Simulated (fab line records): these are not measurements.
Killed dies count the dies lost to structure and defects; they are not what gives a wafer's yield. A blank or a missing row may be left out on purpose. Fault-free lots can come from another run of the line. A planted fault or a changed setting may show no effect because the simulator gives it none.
Matching of chambers + flow n5-finfet + rie-diel-01 running N5_WELL_APT_DESCUM_13: 4 sister chambers
The step chemistry O2, time 7.9 s. 4 wafers are shown with their chamber, then 10 later ones without.

## WAFERS PAIRED WITH THEIR CHAMBERS
| wafer  | chamber | showerhead-plenum-p-Torr (Torr) |
|--------|---------|---------------------------------|
| L079.3 | 1       | 2.19                            |
| L089.3 | 0       | 2.21                            |
| L089.5 | 2       | 1.99                            |
| L092.1 | 3       | 2.08                            |

## WAFERS WHOSE CHAMBER IS MISSING
| wafer  | showerhead-plenum-p-Torr (Torr) |
|--------|---------------------------------|
| L092.4 | 2.18                            |
| L092.6 | 2.20                            |
| L094.3 | 2.20                            |
| L094.4 | 2.08                            |
| L094.6 | 2.18                            |
| L095.1 | 2.20                            |
| L095.5 | 2.20                            |
| L097.3 | 2.20                            |
| L097.4 | 2.25                            |
| L097.6 | 2.20                            |

## EACH ONE'S CHAMBER
| wafer  | from the rows above     | in truth |
|--------|-------------------------|----------|
| L092.4 | can't be placed: 1 or 0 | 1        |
| L092.6 | can't be placed: 0 or 1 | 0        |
| L094.3 | can't be placed: 0 or 1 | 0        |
| L094.4 | 3                       | 3        |
| L094.6 | can't be placed: 1 or 0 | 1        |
| L095.1 | can't be placed: 0 or 1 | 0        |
| L095.5 | can't be placed: 0 or 1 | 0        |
| L097.3 | can't be placed: 0 or 1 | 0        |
| L097.4 | can't be placed: 0 or 1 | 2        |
| L097.6 | can't be placed: 0 or 1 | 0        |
Correctly placed: 1 of 10. Can't be placed from these rows: 9 (the true chamber is among the candidates in 8). Placed wrongly: 0.
How it was worked out, from the rows above alone: a wafer's distance from a chamber is the root of the sum, over the readings, of the square of ((its reading less the chamber's mean) divided by the reading's scatter). The wafer belongs to the nearest chamber; if the next one is less than 2 further off, it can't be placed. For every chamber, the mean is computed from those of its wafers that are shown. The scatter: root of mean squared gap, hidden wafer to nearest shown wafer, with one shown wafer a chamber.
